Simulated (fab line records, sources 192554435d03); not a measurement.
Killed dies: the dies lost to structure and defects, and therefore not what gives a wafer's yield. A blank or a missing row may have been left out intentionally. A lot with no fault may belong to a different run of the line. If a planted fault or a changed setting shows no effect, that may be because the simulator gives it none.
Chamber matching	flow n5-finfet	rie-diel-05 running N5_SDB_DESCUM_16: 4 sister chambers
The step chemistry O2, time 7.9 s. 27 wafers are shown with their chamber, then 12 later ones without.

WAFERS PAIRED WITH THEIR CHAMBERS
wafer	chamber	showerhead-plenum-p-Torr (Torr)	drypump-motor-current-A (A)	throttle-valve-pct (%)
L075.1	2	2.14	5.5	20.28
L075.3	3	2.06	5.8	20.30
L075.6	2	2.14	5.5	20.29
L076.1	0	2.23	5.6	20.02
L076.3	2	2.14	5.5	20.30
L076.5	1	2.18	5.5	20.46
L077.1	0	2.23	5.7	20.03
L077.2	3	2.06	5.8	20.32
L077.5	1	2.18	5.5	20.47
L078.1	3	2.06	5.8	20.31
L078.3	1	2.18	5.5	20.47
L078.5	1	2.18	5.5	20.48
L081.3	0	2.23	5.6	20.04
L081.4	3	2.05	5.8	20.34
L081.5	3	2.05	5.8	20.33
L082.2	2	2.13	5.5	20.31
L082.3	1	2.18	5.5	20.51
L082.6	0	2.23	5.6	20.07
L085.2	1	2.18	5.5	20.50
L085.4	3	2.05	5.8	20.33
L085.5	3	2.05	5.8	20.33
L086.1	3	2.05	5.8	20.35
L086.2	0	2.22	5.6	20.05
L086.6	3	2.05	5.8	20.35
L087.1	3	2.05	5.8	20.33
L087.2	2	2.13	5.5	20.34
L087.3	1	2.17	5.5	20.50

SIGNATURES, as means of the wafers listed above
reading	chamber 0	chamber 1	chamber 2	chamber 3	scatter within a chamber
showerhead-plenum-p-Torr	2.2280	2.1786	2.1360	2.0530	0.00464
drypump-motor-current-A	5.620	5.500	5.500	5.800	0.0187
throttle-valve-pct	20.0420	20.4843	20.3040	20.3290	0.0187
Rule: for a wafer and a chamber, the distance is found by dividing, reading by reading, the gap between the wafer's reading and the chamber's mean by the reading's scatter, squaring, summing and taking the root. If the next closest chamber is less than 2 further off than the closest, the wafer can't be placed; otherwise it belongs to the closest. The scatter is the square root of a quotient: the sum, over the shown wafers, of each reading's squared deviation from its chamber's mean, divided by wafers minus chambers.

WAFERS WITHOUT THEIR CHAMBER
wafer	showerhead-plenum-p-Torr (Torr)	drypump-motor-current-A (A)	throttle-valve-pct (%)
L088.1	2.22	5.7	20.07
L088.4	2.05	5.8	20.35
L088.5	2.13	5.5	20.33
L090.3	2.17	5.5	20.52
L090.4	2.22	5.6	20.07
L090.6	2.13	5.5	20.34
L092.1	2.17	5.4	20.51
L092.2	2.22	5.7	20.05
L092.3	2.05	5.8	20.37
L097.2	2.04	5.8	20.38
L097.3	2.17	5.5	20.55
L097.6	2.12	5.5	20.36

WHICH CHAMBER EACH ONE RAN IN
wafer	from the rows above	in truth
L088.1	0	0
L088.4	3	3
L088.5	2	2
L090.3	1	1
L090.4	0	0
L090.6	2	2
L092.1	1	1
L092.2	0	0
L092.3	3	3
L097.2	3	3
L097.3	1	1
L097.6	2	2
12 of 12 placed correctly. Can't be placed from these rows: 0. Number placed wrongly: 0.
